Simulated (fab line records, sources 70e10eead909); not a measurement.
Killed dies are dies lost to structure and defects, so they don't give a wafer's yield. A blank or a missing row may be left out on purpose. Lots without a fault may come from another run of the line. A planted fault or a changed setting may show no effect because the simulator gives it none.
A struck lot beside a sound one | flow nand_harc | 21 steps out of a route of 1302
Sound: wafers L748.1, L748.3, L748.5. Struck: wafers L760.1, L760.3, L760.5. The cause comes at the end.
At each step with rows: each side's tool, then ch and its chambers, then its first start. Under that, the readings that differ: sound wafers | struck wafers | difference of the means | sigmas: that difference in standard deviations of wafers without a fault.
alike: readings whose means differ by less than 2 such deviations, and words and numbers that are the same on both sides. not compared: withheld readings, readings that some wafer has no value for, bounds like >300 that may hide the same value, and numbers for which the record gives no deviation and whose values overlap.
The two part at a step that has a row with sigmas, a row that says differs or no value, or rows on one side only. Numbers that don't overlap but have no deviation are shown without sigmas and don't part them. A reading that every wafer of one side lacks parts them only if that side has two wafers or more.

NHARC_A_BLC_CMP_25: polishes, t overpolish 30 s, target thk 150 nm.
  sound on cmp-03 ch 1,3, day 23 09:08; struck on cmp-01 ch 1,3, day 28 15:52
  alike: motor_current_A, overpolish_run_s, time_to_endpoint_s
then, 1 step without rows for these wafers: NHARC_A_BLC_SRD_27.
NHARC_A_BLC_INSPECT_28:
  sound on defect_inspect-02, day 23 09:32; struck on defect_inspect-01, day 28 16:16
  alike: raw_defect_count
then, 8 steps without rows for these wafers: NHARC_A_M0_DEP_00 (deposits SiOC, target thk 150 nm); NHARC_A_M0_DEHYDRATE_01 (time 120 s); NHARC_A_M0_HMDS_02 (time 30 s); NHARC_A_M0_COAT_33 (time 65 s); NHARC_A_M0_COAT_03 (resist thk 90 nm); NHARC_A_M0_SOFTBAKE_04 (time 55 s); NHARC_A_M0_EBR_05; NHARC_A_M0_EXPOSE_06 (exposes mask A M0, target cd 80 nm).
NHARC_A_M0_PEB_07: peb time 65 s.
  sound on litho_track-06 ch 0, day 23 10:21; struck on litho_track-06 ch 0, day 28 17:05
  reading                  | sound              | struck               | difference | sigmas
  heater_power_total_W (W) | 156.9 157.0 157.0  | 188.9 189.2 189.2    | +32.1      | +78
  plate_temp_C (C)         | 99.97 100.04 99.98 | 114.89 114.75 115.06 | +14.90     | +99 or more
  resist_line_temp_C (C)   | 23.19 23.18 23.13  | 22.86 22.95 22.92    | -0.26      | -3
then, 1 step without rows for these wafers: NHARC_A_M0_DEVELOP_08 (develop time 35 s).
NHARC_A_M0_CD_MEAS_09: target cd 80 nm.
  sound on cd_sem-02 ch 0, day 23 10:26; struck on cd_sem-02 ch 0, day 28 17:10
  reading    | sound          | struck            | difference | sigmas
  cd_nm (nm) | 78.9 79.1 79.7 | 120.8 120.2 120.4 | +41.2      | +72
NHARC_A_M0_OVL_MEAS_10: pitch 160 nm.
  sound on overlay-01, day 23 10:31; struck on overlay-02, day 28 17:16
  reading           | sound       | struck         | difference | sigmas
  overlay_y_nm (nm) | 1.3 1.4 0.9 | -2.8 -1.6 -2.5 | -3.5       | -4
  alike: overlay_x_nm
NHARC_A_M0_INSPECT_11:
  sound on defect_inspect-02, day 23 10:34; struck on defect_inspect-02, day 28 17:18
  alike: raw_defect_count
NHARC_A_M0_DESCUM_14: chemistry O2, time 3 s.
  sound on rie_diel-06 ch 0,2, day 23 10:38; struck on rie_diel-07 ch 1,3, day 28 17:22
  reading                     | sound         | struck            | difference | sigmas
  drypump_motor_current_A (A) | 6.7 5.7 6.7   | 6.2 4.7 4.7       | -1.2       | -2
  model.A_M0.cd_nm (nm)       | 78.8 79 79.68 | 120.8 120.6 120.6 | +41.5      |
  alike: mfc_ar_sccm, oes_product_au, rf_vpp_V, showerhead_plenum_p_Torr, throttle_valve_pct
  not compared: rf_hours_counter_h
NHARC_A_M0_ETCH_34: etches the open film in N2/H2, target depth 40 nm, overetch 12 nm, time 43.94 s.
  sound on rie_diel-06 ch 0,1,2, day 23 10:42; struck on rie_diel-07 ch 1,2,3, day 28 17:27
  alike: bias_w, drypump_motor_current_A, h2_flow_sccm, mfc_ar_sccm, oes_product_au, rf_vpp_V, showerhead_plenum_p_Torr, throttle_valve_pct
  not compared: rf_hours_counter_h
NHARC_A_M0_ETCH_15: etches the open film in C4F8/Ar, target depth 150 nm, overetch 15 nm, time 82.5 s.
  sound on rie_diel-06 ch 1,3; struck on rie_diel-07 ch 0,2,3
  reading               | sound             | struck          | difference | sigmas
  model.A_M0.cd_nm (nm) | 78.58 78.72 79.75 | 121 121.1 121.1 | +42        |
  alike: bias_w, oes_product_au, rf_vpp_V
  not compared: rf_hours_counter_h
NHARC_A_M0_CD_MEAS_16:
  sound on cd_sem-02, day 23 10:55; struck on cd_sem-01, day 28 17:39
  reading    | sound          | struck            | difference | sigmas
  cd_nm (nm) | 78.7 78.7 80.0 | 121.1 120.7 121.0 | +41.8      | +60
NHARC_END_SORT_01:
  the record has rows for the struck wafers here (prober-01 ch 0, day 30 05:31) and none for the sound ones

WHERE THEY PART
First at NHARC_A_M0_PEB_07; last, within this record, at NHARC_END_SORT_01.

WHY: what the simulator had put in
Process parameter drift: litho_track-06, from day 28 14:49 on, at NHARC_A_M0_PEB_07. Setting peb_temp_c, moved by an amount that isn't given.
